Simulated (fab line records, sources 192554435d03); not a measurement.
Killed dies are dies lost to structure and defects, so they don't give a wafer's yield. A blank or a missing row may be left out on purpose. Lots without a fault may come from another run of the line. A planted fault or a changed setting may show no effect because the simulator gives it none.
Chamber matching | flow n5_finfet | N5_HKMG_FIN_ALD_36 on ald_metal-03: 4 sister chambers
The step deposits TiN, target thk 1 nm, pulse time 1 s, purge time 3 s. 8 wafers are shown with their chamber, then 7 later ones without.

WAFERS WITH THEIR CHAMBER
wafer  | chamber | heater_power_w (W) | precursor_pulse_height_rel
L078.1 | 3       | 945                | 0.986
L078.5 | 0       | 784                | 0.991
L078.6 | 3       | 950                | 1.025
L085.1 | 0       | 788                | 0.977
L085.2 | 2       | 813                | 0.983
L085.6 | 1       | 1042               | 1.003
L088.2 | 1       | 1037               | 1.004
L088.4 | 2       | 812                | 0.996

WAFERS WITHOUT THEIR CHAMBER
wafer  | heater_power_w (W) | precursor_pulse_height_rel
L088.5 | 1056               | 0.997
L090.1 | 789                | 0.995
L090.2 | 794                | 0.963
L090.3 | 1054               | 1.052
L090.4 | 987                | 1.031
L090.5 | 807                | 0.995
L090.6 | 987                | 0.997

WHICH CHAMBER EACH WENT THROUGH
wafer  | from the rows above | in truth
L088.5 | 1                   | 1
L090.1 | 0                   | 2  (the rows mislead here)
L090.2 | 0                   | 0
L090.3 | 1                   | 1
L090.4 | 3                   | 3
L090.5 | 2                   | 2
L090.6 | 3                   | 3
Placed correctly: 6 of 7. Can't be placed from these rows: 0. Placed wrongly: 1.
How it was worked out, from the rows above alone: a wafer's distance from a chamber is the root of the sum, over the readings, of the square of ((its reading less the chamber's mean) divided by the reading's scatter). The wafer belongs to the nearest chamber; if the next one is less than 2 further off, it can't be placed. A chamber's mean is the mean of its shown wafers. The scatter: the root of (the sum of the squares of (reading less its chamber's mean) over the shown wafers, divided by (wafers less chambers)).
